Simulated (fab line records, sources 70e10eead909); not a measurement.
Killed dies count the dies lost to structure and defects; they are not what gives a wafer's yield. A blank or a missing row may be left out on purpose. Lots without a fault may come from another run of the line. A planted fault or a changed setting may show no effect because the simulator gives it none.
fab line records	flow nandHarc
record lots=10	wafers=30	lastDay=33
route steps=1302 shown A_BONDPAD@1215 END@1302
lots that met no fault: from a run of the same line without faults
startH: hours from the record's opening day to when the first of the lot's shown wafers began	waitH: time in hours since the lot's previous step	" same as the row above	L1.1+2: several wafers, shown together as one row	- value missing, or start not given	* or withheld: withheld	< > ~ a bound
route shown NAME@n: NAME is a module with steps in the file, n the number in the route of the first one	usual: the fault-free wafers' mean and standard deviation	same: alike in all rows	chamber/n: place in a boat	sites: readings site by site	_std_site: the standard deviation of these	_edge_site: outer sites' mean less inner sites'	radiusMm: how far each site lies from the wafer's centre	mask NAME#n: copy n	behind: the tool/chamber that last shaped the wafer	hold: why the lot was held/for how many hours/how that ended	device: transistor that didn't switch, given as n, p or np	end of line: tests run on the same wafers once the route is complete	a step given without rows: its recipe and nothing more	killed: at the first sort, the dies lost to defects and structure; wafer yield is something else	map: shows each die of a wafer: x if killed, . if not, _ if none is there
set.NAME: the setting as run; set.NAME@STEP: as run at that earlier step	model.NAME: the simulator's own value behind a step, which no gauge read
a sample of lots followed through the steps of the route, with each step as a table and each wafer as a row
services: from which hour (startH, from the record's first day; less than 0 if before it) a tool's chamber was out of use, for how many hours, and why
## steps
# step NHARC_A_BONDPAD_CD_MEAS_09
# recipe targetCdNm=500	landingEnergyEv=500
# usual cdNm=499.9/1.4
lot.wafer	tool	chamber	startH	waitH	cdNm
L793.1	cdSem-02	0	590.38	-	500.0
L793.4	"	0	"	"	498.4
L793.6	"	0	"	"	499.3
L796.1	cdSem-01	0	617.25	-	499.0
L796.5	"	0	"	"	498.9
L796.6	"	0	"	"	499.1
L798.2	cdSem-03	0	643.07	-	500.6
L798.4	"	0	"	"	501.8
L798.5	"	0	"	"	501.1
L800.4	cdSem-03	0	655.96	-	498.2
L800.5	"	0	"	"	498.9
L800.6	"	0	"	"	498.5
L802.3	cdSem-01	0	674.36	-	502.3
L802.5	"	0	"	"	501.1
L802.6	"	0	"	"	501.2
L804.1	cdSem-01	0	689.15	-	499.2
L804.2	"	0	"	"	498.7
L804.5	"	0	"	"	498.9
L803.1	cdSem-01	0	708.60	-	500.8
L803.3	"	0	"	"	501.2
L803.5	"	0	"	"	499.2
L808.1	cdSem-02	0	726.91	-	498.6
L808.2	"	0	"	"	499.1
L808.5	"	0	"	"	499.3
L809.1	cdSem-03	0	740.29	-	502.5
L809.3	"	0	"	"	500.0
L809.6	"	0	"	"	500.5
L810.1	cdSem-02	0	761.57	-	499.2
L810.2	"	0	"	"	499.4
L810.4	"	0	"	"	499.1
# step NHARC_A_BONDPAD_DESCUM_11
# recipe timeS=3	o2FlowSccm=200	arFlowSccm=0	biasPowerW=0	chemistry=O2
# usual drypumpMotorCurrentA=5.7/0.37	oesProductAu=1.001/0.0071	rfVppV=57.7/0.94	showerheadPlenumPTorr=1.90/0.1	throttleValvePct=11.312/0.0091
lot.wafer	tool	chamber	startH	waitH	drypumpMotorCurrentA	oesProductAu	rfHoursCounterH	rfVppV	showerheadPlenumPTorr	throttleValvePct
L793.1	rieDiel-06	1	590.60	-	5.7	0.995	2	56.7	1.89	11.303
L793.4	"	3	"	"	5.2	1.005	2	56.9	1.80	11.296
L793.6	"	1	"	"	5.7	1.011	-	57.9	1.89	11.304
L796.1	rieDiel-06	2	617.48	-	6.0	1.001	3	57.2	2.05	11.295
L796.6	"	0	"	"	5.6	1.002	-	56.3	1.79	11.304
L796.5	"	2	"	"	6.0	1.014	-	58.4	2.05	11.319
L798.4	rieDiel-06	1	643.28	-	5.7	1.003	4	57.4	1.89	11.321
L798.2	"	3	"	"	5.2	1.008	4	57.9	1.80	11.325
L798.5	"	1	"	"	5.7	0.999	-	58.2	1.89	11.314
L800.4	rieDiel-03	3	656.19	-	6.2	1.001	1	57.4	2.01	11.322
L800.6	"	0	"	"	5.7	1.006	-	57.1	1.78	11.315
L800.5	"	1	"	"	6.3	1.014	-	56.1	2.01	11.315
L802.3	rieDiel-10	3	674.57	-	5.9	1.002	24	57.2	1.82	11.320
L802.5	"	3	"	"	5.9	1.007	-	56.0	1.82	11.309
L802.6	"	0	"	"	5.0	1.004	-	58.0	1.91	11.316
L804.1	rieDiel-06	1	689.36	-	5.8	1.000	0	58.3	1.89	11.324
L804.2	"	2	"	"	6.0	1.000	0	58.1	2.05	11.317
L804.5	"	2	"	"	6.0	0.993	-	58.5	2.05	11.325
L803.3	rieDiel-06	3	708.81	-	5.2	1.000	1	57.4	1.80	11.311
L803.1	"	2	"	"	6.0	0.992	1	57.4	2.05	11.305
L803.5	"	2	"	"	6.0	1.001	-	59.1	2.05	11.300
L808.1	rieDiel-10	0	727.13	-	5.0	1.006	38	58.4	1.90	11.295
L808.2	"	2	"	"	5.8	1.000	29	59.2	1.99	11.309
L808.5	"	1	"	"	6.4	1.000	-	57.3	1.93	11.303
L809.3	rieDiel-03	1	740.52	-	6.4	0.988	14	58.2	2.01	11.313
L809.1	"	2	"	"	6.0	1.003	15	58.0	1.77	11.325
L809.6	"	2	"	"	6.0	1.011	-	56.6	1.77	11.307
L810.2	rieDiel-06	2	761.79	-	6.0	0.993	3	59.6	2.05	11.313
L810.4	"	3	"	"	5.2	1.001	3	57.9	1.80	11.298
L810.1	"	0	"	"	5.6	0.989	1	57.6	1.79	11.320
# step NHARC_A_BONDPAD_ETCH_34
# recipe targetDepthA=600	overetchA=180	timeS=65.91	ionEnergyEv=200	n2FlowSccm=150	h2FlowSccm=150	arFlowSccm=0	rfW=400	biasW=150	chemistry=N2/H2
# usual drypumpMotorCurrentA=5.7/0.39	h2FlowSccm=150.0/0.5	n2FlowSccm=150.0/0.45	oesProductAu=1.001/0.0068	rfFwdPowerW=396.0/1.9	rfVppV=430/3.2	showerheadPlenumPTorr=2.02/0.11	throttleValvePct=14.172/0.0096
lot.wafer	tool	chamber	startH	waitH	drypumpMotorCurrentA	h2FlowSccm	n2FlowSccm	oesProductAu	rfFwdPowerW	rfHoursCounterH	rfVppV	showerheadPlenumPTorr	throttleValvePct
L793.4	rieDiel-06	0	590.68	0.1	5.5	149.8	149.4	1.001	395.9	2	427	1.90	14.179
L793.1	"	1	"	"	5.7	150.2	150.1	0.999	395.9	2	429	2.02	14.174
L793.6	"	3	"	"	5.2	149.6	149.7	1.005	397.2	-	426	1.92	14.174
L796.1	rieDiel-06	3	617.57	0.1	5.2	150.6	150.0	0.995	397.3	3	427	1.92	14.173
L796.5	"	2	"	"	6.0	149.4	149.7	1.010	394.7	-	434	2.19	14.165
L796.6	"	3	"	"	5.2	150.9	150.5	1.001	397.9	-	427	1.92	14.185
L798.4	rieDiel-06	3	643.38	0.1	5.2	149.0	150.8	1.002	396.2	4	426	1.92	14.160
L798.2	"	0	"	"	5.6	149.4	150.2	1.000	397.6	4	427	1.90	14.174
L798.5	"	2	"	"	6.1	150.2	150.3	1.007	395.3	-	435	2.19	14.172
L800.4	rieDiel-03	1	656.26	0.1	6.3	149.3	149.7	0.995	394.2	1	432	2.15	14.172
L800.5	"	3	"	"	6.2	150.3	150.2	0.995	396.5	-	434	2.14	14.166
L800.6	"	0	"	"	5.7	149.4	150.1	1.003	397.1	-	427	1.90	14.177
L802.3	rieDiel-10	3	674.67	0.1	5.9	149.0	149.8	1.002	396.1	24	428	1.94	14.167
L802.5	"	0	"	"	5.0	151.0	150.0	1.004	398.6	-	431	2.03	14.166
L802.6	"	1	"	"	6.4	150.3	150.1	1.008	397.7	-	433	2.06	14.162
L804.1	rieDiel-06	2	689.47	0.1	6.0	150.6	150.1	0.993	395.3	1	436	2.19	14.166
L804.2	"	3	"	"	5.2	149.4	149.4	1.013	396.4	1	427	1.92	14.179
L804.5	"	2	"	"	6.0	150.6	150.2	1.000	394.5	-	434	2.19	14.156
L803.3	rieDiel-06	2	708.92	0.1	6.0	150.5	150.2	1.004	394.2	1	435	2.19	14.174
L803.1	"	1	"	"	5.8	150.1	150.3	0.988	394.0	1	430	2.01	14.185
L803.5	"	1	"	"	5.7	150.3	150.4	1.004	393.6	-	430	2.01	14.171
L808.2	rieDiel-10	2	727.22	0.1	5.8	149.9	149.3	1.000	395.0	29	434	2.12	14.180
L808.1	"	3	"	"	5.9	149.8	149.4	1.001	399.6	39	429	1.93	14.174
L808.5	"	1	"	"	6.4	150.5	150.5	1.003	397.9	-	432	2.06	14.171
L809.3	rieDiel-03	2	740.61	0.1	5.9	150.5	150.2	1.001	395.2	15	427	1.88	14.167
L809.1	"	1	"	"	6.4	150.1	149.7	1.002	393.7	14	433	2.14	14.166
L809.6	"	3	"	"	6.2	149.8	149.0	1.001	392.2	-	433	2.14	14.170
L810.4	rieDiel-06	0	761.87	0.1	5.6	150.6	149.9	1.002	397.2	1	426	1.90	14.196
L810.2	"	1	"	"	5.7	149.5	149.9	1.007	394.6	3	428	2.01	14.166
L810.1	"	2	"	"	6.1	149.3	149.9	1.011	394.1	3	434	2.19	14.167
# step NHARC_A_BONDPAD_CMP_19
# recipe tOverpolishS=30	cuRecessTouchS=16	targetThkNm=169.82
# usual cuRecessTouchS=16/0	edgeZonePressureFrac=1.000/0.0048	motorCurrentA=12.2/0.97	overpolishRunS=29.999/0.009	retainingRingPressureFrac=0.999/0.005	slurryFlowMlMin=150.0/0.45
lot.wafer	tool	chamber	startH	waitH	cuRecessTouchS	edgeZonePressureFrac	motorCurrentA	overpolishRunS	retainingRingPressureFrac	slurryFlowMlMin
L793.4	cmp-03	2	593.11	-	16	1.002	10.7	30.002	0.996	150.8
L793.1	"	3	"	"	16	0.991	11.0	30.001	1.004	150.2
L793.6	"	0	"	"	16	0.997	13.1	30.017	1.000	149.5
L796.1	cmp-03	3	619.54	-	16	1.004	10.8	30.009	0.996	150.7
L796.6	"	2	"	"	16	1.000	10.9	30.003	1.002	149.0
L796.5	"	3	"	"	16	1.002	11.0	29.997	1.002	150.1
L798.4	cmp-01	1	645.31	-	16	1.001	13.2	29.998	1.000	149.5
L798.2	"	3	"	"	16	1.006	11.4	29.999	0.997	149.9
L798.5	"	2	"	"	16	0.993	12.3	29.992	0.999	149.6
L800.4	cmp-02	0	658.18	-	16	0.998	12.0	29.995	0.992	149.8
L800.5	"	0	"	"	16	0.996	12.0	30.010	0.995	149.4
L800.6	"	1	"	"	16	1.008	12.2	30.008	0.999	150.5
L802.3	cmp-02	0	676.90	-	16	0.995	11.6	30.022	0.992	149.9
L802.5	"	2	"	"	16	0.999	13.0	29.997	1.005	150.3
L802.6	"	3	"	"	16	1.011	11.3	29.988	0.997	149.2
L804.2	cmp-03	0	691.51	-	-	-	-	-	-	-
L804.1	"	2	"	"	-	-	-	-	-	-
L804.5	"	3	"	"	-	-	-	-	-	-
L803.3	cmp-02	0	710.87	-	-	-	-	-	-	-
L803.1	"	1	"	"	-	-	-	-	-	-
L803.5	"	0	"	"	-	-	-	-	-	-
L808.1	cmp-01	2	729.48	-	16	0.998	12.8	29.999	0.993	149.5
L808.2	"	3	"	"	16	0.995	10.8	30.011	1.001	149.9
L808.5	"	2	"	"	16	1.002	13.0	29.993	0.995	149.9
L809.1	cmp-03	3	742.92	-	16	0.997	10.5	30.012	0.995	150.5
L809.3	"	0	"	"	16	0.998	12.9	29.997	0.997	149.7
L809.6	"	3	"	"	16	1.003	10.8	30.017	1.000	150.1
L810.4	cmp-01	0	763.85	-	16	0.999	12.9	30.004	1.000	149.5
L810.2	"	2	"	"	16	1.007	12.5	29.994	1.006	150.0
L810.1	"	3	"	"	16	1.005	11.6	29.986	1.001	150.3
# step NHARC_A_BONDPAD_THK_MEAS_20
# recipe thkMeasGauge=xrf
# usual thkNm=169.7/1.5
lot.wafer	tool	chamber	startH	waitH	thkNm
L793.1	filmMetro-01	-	593.38	-	170.3
L793.4	"	-	"	"	169.0
L793.6	"	-	"	"	169.9
L796.1	filmMetro-02	-	619.83	-	170.4
L796.5	"	-	"	"	168.8
L796.6	"	-	"	"	169.3
L798.2	filmMetro-01	-	645.64	-	168.6
L798.4	"	-	"	"	170.8
L798.5	"	-	"	"	170.8
L800.4	filmMetro-02	-	658.50	-	166.8
L800.5	"	-	"	"	167.4
L800.6	"	-	"	"	168.9
L802.3	filmMetro-01	-	677.17	-	166.9
L802.5	"	-	"	"	170.6
L802.6	"	-	"	"	167.9
L804.1	filmMetro-01	-	691.81	0.2	401.2
L804.2	"	-	"	"	399.4
L804.5	"	-	"	"	394.3
L803.1	filmMetro-02	-	711.19	0.3	406.5
L803.3	"	-	"	"	410.8
L803.5	"	-	"	"	400.8
L808.1	filmMetro-02	-	729.80	-	168.4
L808.2	"	-	"	"	170.0
L808.5	"	-	"	"	171.3
L809.1	filmMetro-01	-	743.25	-	171.1
L809.3	"	-	"	"	172.1
L809.6	"	-	"	"	171.3
L810.1	filmMetro-02	-	764.17	-	168.5
L810.2	"	-	"	"	171.2
L810.4	"	-	"	"	168.5
# step NHARC_A_BONDPAD_INSPECT_23
# usual rawDefectCount=545/130
lot.wafer	tool	chamber	startH	waitH	rawDefectCount
L793.1	defectInspect-01	-	593.59	0.0	347
L793.4	"	-	"	"	536
L793.6	"	-	"	"	669
L796.1	defectInspect-01	-	620.04	0.0	823
L796.5	"	-	"	"	555
L796.6	"	-	"	"	568
L798.2	defectInspect-02	-	645.86	0.0	754
L798.4	"	-	"	"	599
L798.5	"	-	"	"	564
L800.4	defectInspect-02	-	658.71	0.0	459
L800.5	"	-	"	"	529
L800.6	"	-	"	"	462
L802.3	defectInspect-01	-	677.39	0.0	459
L802.5	"	-	"	"	502
L802.6	"	-	"	"	413
L804.1	defectInspect-01	-	692.03	0.0	3236
L804.2	"	-	"	"	3227
L804.5	"	-	"	"	3226
L803.1	defectInspect-02	-	711.39	0.0	3205
L803.3	"	-	"	"	3349
L803.5	"	-	"	"	3264
L808.1	defectInspect-02	-	730.03	0.0	767
L808.2	"	-	"	"	650
L808.5	"	-	"	"	449
L809.1	defectInspect-01	-	743.45	0.0	515
L809.3	"	-	"	"	459
L809.6	"	-	"	"	432
L810.1	defectInspect-01	-	764.40	0.0	368
L810.2	"	-	"	"	426
L810.4	"	-	"	"	349
# step NHARC_END_SORT_01
# recipe tempC=25
# usual defectLimitedYield=92.5/2.3	killedAtArray=46/15	killedAtOther=0.8/1.1	killedAtPeriphery=4.0/2.9	killedDies=50/15	killedOpen=3.2/1.8	killedShort=2.3/1.6	sort_bin_2_pct=2.7/1	sort_bin_3_pct=0.5/0.32	sort_bin_4_pct=4.2/1.3	sortNPass=627/15	sortRimYieldPct=87/4.7	sortYieldPct=92.5/2.3
# same grossDies=677	sort_bin_5_pct[%]=0	sort_bin_6_pct[%]=0	sort_bin_7_pct[%]=0	sort_bin_8_pct[%]=0	sortRimNGross=106.00
lot.wafer	tool	chamber	startH	waitH	defectLimitedYield[%]	killedAtArray	killedAtOther	killedAtPeriphery	killedDies	killedOpen	killedShort	sort_bin_2_pct[%]	sort_bin_3_pct[%]	sort_bin_4_pct[%]	sortNPass	sortRimYieldPct[%]	sortYieldPct[%]
L796.1	prober-02	0	650.16	2.5	89.1	63	3	8	74	0	4	4.3	1.2	5.5	603	81	89.1
L796.5	prober-02	0	653.31	3.6	89.8	64	0	5	69	3	2	4.6	0.3	5.3	608	80	89.8
L796.6	prober-02	0	654.10	3.9	90.5	57	3	4	64	5	6	3.0	0.6	5.9	613	85	90.5
L800.4	prober-01	0	693.37	3.4	92.6	40	0	10	50	4	1	3.0	0.7	3.7	627	90	92.6
L800.5	prober-01	0	694.18	3.7	91.3	52	1	6	59	3	6	3.7	0.6	4.4	618	88	91.3
L800.6	prober-01	0	695.00	4.1	93.8	40	0	2	42	5	1	2.8	0.1	3.2	635	85	93.8
L802.3	prober-02	0	707.89	3.1	94.4	36	0	2	38	5	5	2.2	0.3	3.1	639	89	94.4
L802.5	prober-02	0	709.48	3.7	91.7	55	1	0	56	3	0	2.7	0.9	4.7	621	86	91.7
L802.6	prober-02	0	710.28	4.0	90.5	59	1	4	64	3	2	3.4	0.6	5.5	613	80	90.5
L804.1	prober-02	0	721.20	2.5	0	669	0	8	677	3	2	2.2	93.4	4.4	0	0	0
L804.2	prober-02	0	722.00	2.8	0	671	2	4	677	0	3	2.5	93.2	4.3	0	0	0
L804.5	prober-02	0	724.42	3.7	0	673	0	4	677	4	5	2.1	92.3	5.6	0	0	0
L803.1	prober-01	0	741.19	2.5	0	674	0	3	677	3	4	3.5	91.1	5.3	0	0	0
L803.3	prober-01	0	742.81	3.1	0	676	0	1	677	1	3	4.3	91.9	3.8	0	0	0
L803.5	prober-01	0	744.42	3.7	0	672	1	4	677	2	2	3.7	91.1	5.2	0	0	0
L809.1	prober-01	0	777.64	2.5	93.8	39	2	1	42	1	1	2.8	0.3	3.1	635	92	93.8
L809.3	prober-01	0	779.23	3.1	91.6	52	1	4	57	3	4	3.2	0.6	4.6	620	83	91.6
L809.6	prober-01	0	781.60	4.0	95.0	29	1	4	34	2	0	2.1	0.3	2.7	643	91	95.0
# killed by level:class
L796.1 A_CHANNEL_HOLE_D1:chamberFilmFlake=26 A_SLIT:chamberFilmFlake=25 P_CONTACT:chamberFilmFlake=5 A_CONTACT:chamberFilmFlake=4 A_CHANNEL_HOLE_D2:chamberFilmFlake=3 THIN_TSV:chamberFilmFlake=3 A_CHANNEL_FILL_D1:geometricParticle:short=2 P_CONTACT:geometricParticle:short=1
L796.5 A_CHANNEL_HOLE_D1:chamberFilmFlake=25 A_SLIT:chamberFilmFlake=23 A_CHANNEL_HOLE_D2:chamberFilmFlake=6 P_CONTACT:chamberFilmFlake=5 A_CHANNEL_FILL_D2:chamberFilmFlake=2 A_CONTACT:chamberFilmFlake=2 A_SOURCE_PLATE:geometricParticle:short=1 A_CHANNEL_HOLE_D1:geometricParticle:open=1
L796.6 A_SLIT:chamberFilmFlake=18 A_CHANNEL_HOLE_D1:chamberFilmFlake=12 A_CHANNEL_HOLE_D2:chamberFilmFlake=10 P_CONTACT:chamberFilmFlake=3 A_CHANNEL_FILL_D2:chamberFilmFlake=3 THIN_TSV:chamberFilmFlake=3 A_ONON_D1:geometricParticle:open=2 A_M0:geometricParticle:short=2
L800.4 A_CHANNEL_HOLE_D1:chamberFilmFlake=21 A_CHANNEL_HOLE_D2:chamberFilmFlake=11 P_BONDPAD:chamberFilmFlake=5 P_GATE:chamberFilmFlake=3 A_DECK1_JOINT:chamberFilmFlake=2 A_STAIRCASE:chamberFilmFlake=2 P_M1:geometricParticle:open=1 A_CHANNEL_FILL_D1:geometricParticle:short=1
L800.5 A_CHANNEL_HOLE_D1:chamberFilmFlake=27 A_CHANNEL_HOLE_D2:chamberFilmFlake=11 P_M0:chamberFilmFlake=3 A_SLIT:chamberFilmFlake=3 P_BONDPAD:chamberFilmFlake=2 A_SOURCE_PLATE:geometricParticle:short=1 A_CHANNEL_FILL_D1:geometricParticle:open=1 A_DECK1_JOINT:geometricParticle:open=1
L800.6 A_CHANNEL_HOLE_D1:chamberFilmFlake=19 A_CHANNEL_HOLE_D2:chamberFilmFlake=12 A_BLC:geometricParticle:open=2 A_CHANNEL_FILL_D1:geometricParticle:open=1 A_CHANNEL_FILL_D1:geometricParticle:short=1 A_ONON_D2:geometricParticle:open=1 A_M0:geometricParticle:open=1 P_GATE:chamberFilmFlake=1
L802.3 A_SLIT:chamberFilmFlake=15 A_CHANNEL_HOLE_D2:chamberFilmFlake=6 A_CONTACT:chamberFilmFlake=3 A_M1:geometricParticle:short=2 A_CHANNEL_HOLE_D1:chamberFilmFlake=2 A_STAIRCASE:chamberFilmFlake=2 P_GATE:geometricParticle:open=1 P_M0:geometricParticle:open=1
L802.5 A_SLIT:chamberFilmFlake=25 A_CHANNEL_HOLE_D2:chamberFilmFlake=14 A_CONTACT:chamberFilmFlake=9 A_CHANNEL_HOLE_D1:chamberFilmFlake=4 A_WL_FILL:geometricParticle:open=1 A_BLC:geometricParticle:open=1 A_M1:geometricParticle:open=1 THIN_TSV:chamberFilmFlake=1
L802.6 A_SLIT:chamberFilmFlake=26 A_CHANNEL_HOLE_D2:chamberFilmFlake=12 A_CHANNEL_HOLE_D1:chamberFilmFlake=8 A_CONTACT:chamberFilmFlake=7 P_GATE:geometricParticle:open=1 P_M1:geometricParticle:short=1 A_CHANNEL_FILL_D2:geometricParticle:short=1 A_M0:geometricParticle:open=1
L804.1 A_BONDPAD:areaCmp=629 A_SLIT:chamberFilmFlake=21 A_CHANNEL_HOLE_D1:chamberFilmFlake=9 P_M0:chamberFilmFlake=5 A_STAIRCASE:chamberFilmFlake=3 A_CONTACT:chamberFilmFlake=2 P_CONTACT:geometricParticle:open=1 P_M0:geometricParticle:open=1
L804.2 A_BONDPAD:areaCmp=628 A_SLIT:chamberFilmFlake=25 A_CHANNEL_HOLE_D1:chamberFilmFlake=8 A_WL_FILL:chamberFilmFlake=3 A_CONTACT:chamberFilmFlake=3 P_STI:chamberFilmFlake=2 THIN_TSV:chamberFilmFlake=2 P_M1:geometricParticle:short=1
L804.5 A_BONDPAD:areaCmp=621 A_SLIT:chamberFilmFlake=27 A_CHANNEL_HOLE_D1:chamberFilmFlake=10 A_STAIRCASE:chamberFilmFlake=4 A_BLC:geometricParticle:short=2 P_M0:chamberFilmFlake=2 A_WL_FILL:chamberFilmFlake=2 A_CONTACT:chamberFilmFlake=2
L803.1 A_BONDPAD:areaCmp=615 A_CHANNEL_HOLE_D1:chamberFilmFlake=22 A_CHANNEL_HOLE_D2:chamberFilmFlake=18 A_STAIRCASE:chamberFilmFlake=4 A_CONTACT:chamberFilmFlake=3 P_GATE:chamberFilmFlake=2 A_CHANNEL_FILL_D2:chamberFilmFlake=2 A_WL_FILL:chamberFilmFlake=2
L803.3 A_BONDPAD:areaCmp=616 A_CHANNEL_HOLE_D1:chamberFilmFlake=25 A_CHANNEL_HOLE_D2:chamberFilmFlake=17 A_CONTACT:chamberFilmFlake=5 A_SLIT:chamberFilmFlake=3 A_STAIRCASE:chamberFilmFlake=3 A_CHANNEL_FILL_D2:chamberFilmFlake=2 A_CHANNEL_HOLE_D2:geometricParticle:short=1
L803.5 A_BONDPAD:areaCmp=609 A_CHANNEL_HOLE_D1:chamberFilmFlake=26 A_CHANNEL_HOLE_D2:chamberFilmFlake=18 A_CONTACT:chamberFilmFlake=6 A_STAIRCASE:chamberFilmFlake=4 A_CHANNEL_FILL_D2:chamberFilmFlake=4 P_M0:chamberFilmFlake=3 A_CHANNEL_FILL_D2:geometricParticle:short=1
L809.1 A_SLIT:chamberFilmFlake=24 A_CHANNEL_HOLE_D1:chamberFilmFlake=5 A_CONTACT:chamberFilmFlake=4 A_STAIRCASE:chamberFilmFlake=3 A_M1:chamberFilmFlake=2 THIN_TSV:chamberFilmFlake=2 P_CONTACT:geometricParticle:open=1 A_STAIRCASE:geometricParticle:short=1
L809.3 A_SLIT:chamberFilmFlake=26 A_CHANNEL_HOLE_D1:chamberFilmFlake=13 A_STAIRCASE:chamberFilmFlake=5 A_M0:geometricParticle:short=3 P_ZERO_WELL:chamberFilmFlake=2 P_GATE:geometricParticle:open=1 P_CONTACT:geometricParticle:open=1 A_CHANNEL_FILL_D2:geometricParticle:short=1
L809.6 A_SLIT:chamberFilmFlake=14 A_CHANNEL_HOLE_D1:chamberFilmFlake=10 A_STAIRCASE:chamberFilmFlake=3 P_M1:geometricParticle:open=1 A_ONON_D2:geometricParticle:open=1 P_ZERO_WELL:chamberFilmFlake=1 P_GATE:chamberFilmFlake=1 P_M0:chamberFilmFlake=1
## services
tool	chamber	startH	hours	kind
cmp-03	-	575.38	1.0	repair
cmp-03	-	576.39	4.0	pm
cmp-01	-	577.95	4.0	pm
cmp-03	-	589.59	1.7	repair
rieDiel-10	-	596.66	9.0	pm
rieDiel-03	-	598.97	1.0	repair
rieDiel-06	1	603.75	13.8	repair
cmp-03	-	620.90	0.2	repair
cmp-02	-	624.73	4.0	pm
cmp-01	-	633.00	0.6	repair
rieDiel-03	-	635.36	9.0	pm
rieDiel-03	-	654.68	0.5	repair
rieDiel-10	2	656.88	17.1	repair
rieDiel-06	-	661.20	9.0	pm
cmp-01	-	664.63	2.2	repair
cmp-03	-	674.39	4.0	pm
cmp-01	-	675.95	4.0	pm
rieDiel-06	0	687.76	40.7	repair
rieDiel-10	-	709.26	1.2	repair
rieDiel-10	0	714.82	4.4	repair
rieDiel-06	0	734.53	2.3	repair
rieDiel-03	0	734.99	9.8	repair
rieDiel-03	1	750.58	3.0	repair
cmp-03	-	751.53	1.5	repair
## key
firstSign step=NHARC_A_BONDPAD_CMP_19	reading=toolRecord	direction=missing
effect step=NHARC_A_BONDPAD_THK_MEAS_20	reading=thkNm	direction=up	sigmas=99+	usual=169.7	struck=402.2
effect step=NHARC_A_BONDPAD_INSPECT_23	reading=rawDefectCount	direction=up	sigmas=21	usual=545	struck=3251
effect step=NHARC_END_SORT_01	reading=sort_bin_3_pct	direction=up	sigmas=99+	usual=0.5	struck=92.2
moreKillsBornAt NHARC_A_BONDPAD_CMP_19@cmp-03=1878	NHARC_A_BONDPAD_CMP_19@cmp-02=1840
metAt NHARC_A_BONDPAD_CMP_19
struckLots L803,L804
laterRowsLeftOut L803.1,L803.3,L803.5,L804.1,L804.2,L804.5
notActingAt NHARC_A_BONDPAD_CD_MEAS_09,NHARC_A_BONDPAD_DESCUM_11,NHARC_A_BONDPAD_ETCH_34
onsetBetween 676.90 691.51
fault kind=skippedStepWhole	tool=cmp-02,cmp-03	chamber=-	onsetH=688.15	steps=NHARC_A_BONDPAD_CMP_19	scope=struckLotsOnly
# laterRowsLeftOut: the simulator's readings of these wafers behind a module that went badly wrong aren't trusted and aren't shown, but for the sort
